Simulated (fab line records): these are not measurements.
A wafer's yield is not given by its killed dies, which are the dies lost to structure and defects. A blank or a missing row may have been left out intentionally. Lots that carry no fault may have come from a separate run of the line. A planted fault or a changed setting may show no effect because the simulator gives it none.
The tool behind it: which one? ; flow n5Finfet ; 30 wafers from 10 lots sampled at 5 of the route's 1938 steps

## WHAT THE GAUGES SHOWED, per wafer
N5_BEOL_M14_OVL_MEAS_29.
lot;measured;on;M14_OVL (nm)
L074;day 15 15:52;overlay-02;-7 -1 -1
L079;day 16 16:33;overlay-02;2 3 -8
L083;day 16 21:42;overlay-01;3 8 8
L085;day 17 07:33;overlay-01;10 -3 2
L086;day 17 20:08;overlay-02;-2 6 3
L091;day 18 15:04;overlay-02;2 12 3
L090;day 18 23:16;overlay-01;-1 -1 -4
L092;day 19 01:02;overlay-01;-5 -5 -5
L094;day 20 02:46;overlay-01;0 -3 7
L096;day 20 13:41;overlay-02;6 8 10

## WHAT TOOL EACH LOT RAN ON (gives the tool, then ch and the chambers of the sampled wafers, and finally the start)
lot;N5_BEOL_M13_VIA_ETCH_16;N5_BEOL_M13_STRIP_63;N5_BEOL_M13_ANNEAL_48;N5_BEOL_M13_CMP_49
L074;rieDiel-06 ch 0,1, day 15 10:19;plasmaAsher-01 ch 0,1, day 15 10:34;rtpAnneal-02 ch 0, day 15 13:34;cmp-01 ch 2,3, day 15 13:49
L079;rieDiel-02 ch 0,2,3, day 16 04:58;plasmaAsher-02 ch 0,1, day 16 05:12;rtpAnneal-02 ch 0, day 16 14:06;cmp-01 ch 0,2,3, day 16 14:21
L083;rieDiel-03 ch 1,3, day 16 14:19;plasmaAsher-01 ch 0,1, day 16 14:34;rtpAnneal-01 ch 0, day 16 19:31;cmp-01 ch 1,3, day 16 19:52
L085;rieDiel-02 ch 0,1,3, day 16 23:59;plasmaAsher-01 ch 0,1, day 17 00:13;rtpAnneal-02 ch 0, day 17 05:04;cmp-02 ch 0,3, day 17 05:20
L086;rieDiel-06 ch 2,3, day 17 11:51;plasmaAsher-02 ch 0,1, day 17 12:07;rtpAnneal-02 ch 0, day 17 17:54;cmp-01 ch 0,1, day 17 18:07
L091;rieDiel-06 ch 0,2, day 18 08:38;plasmaAsher-02 ch 0,1, day 18 08:54;rtpAnneal-02 ch 0, day 18 12:40;cmp-02 ch 0,3, day 18 12:52
L090;rieDiel-02 ch 0,2, day 18 18:16;plasmaAsher-01 ch 0,1, day 18 18:30;rtpAnneal-01 ch 0, day 18 21:06;cmp-02 ch 0,2,3, day 18 21:26
L092;rieDiel-02 ch 0,1,3, day 18 19:20;plasmaAsher-01 ch 0,1, day 18 19:35;rtpAnneal-02 ch 0, day 18 22:56;cmp-01 ch 1,2,3, day 18 23:15
L094;rieDiel-02 ch 0,2,3, day 19 19:01;plasmaAsher-01 ch 0,1, day 19 19:14;rtpAnneal-02 ch 0, day 19 23:43;cmp-01 ch 1,2,3, day 20 00:11
L096;rieDiel-06 ch 0,1,3, day 20 06:01;plasmaAsher-01 ch 0,1, day 20 06:14;rtpAnneal-02 ch 0, day 20 11:24;cmp-02 ch 1,2, day 20 11:44
- N5_BEOL_M13_VIA_ETCH_16: etches SiOC in C4F8/O2/Ar, target depth 921.7 nm.
- N5_BEOL_M13_STRIP_63: strips in N2/H2.
- N5_BEOL_M13_ANNEAL_48: time 90 s.
- N5_BEOL_M13_CMP_49: polishes, stops on SiOC, t overpolish 17.1 s, target thk 420 nm.

## THE ANSWER, worked out from the rows above alone
Rule: usual is defined by the lots themselves. Put in order of their means at a reading, lots are off if they are a third of the lots or fewer, leave a main group of 4 or more, and stand apart from it by a gap of 3 or more times the standard deviation of the main group's means; of several such gaps the widest counts. If all means in a main group match to the digits the tables above print for the reading, that group is not used. A lot without any number at a reading at which 4 lots or more have one is off too. Where the step has rows for the other lots, those lots are counted as sound.
No lot is off at any reading shown: from this, nothing can be told.

## WHAT WAS PUT IN BY THE SIMULATOR
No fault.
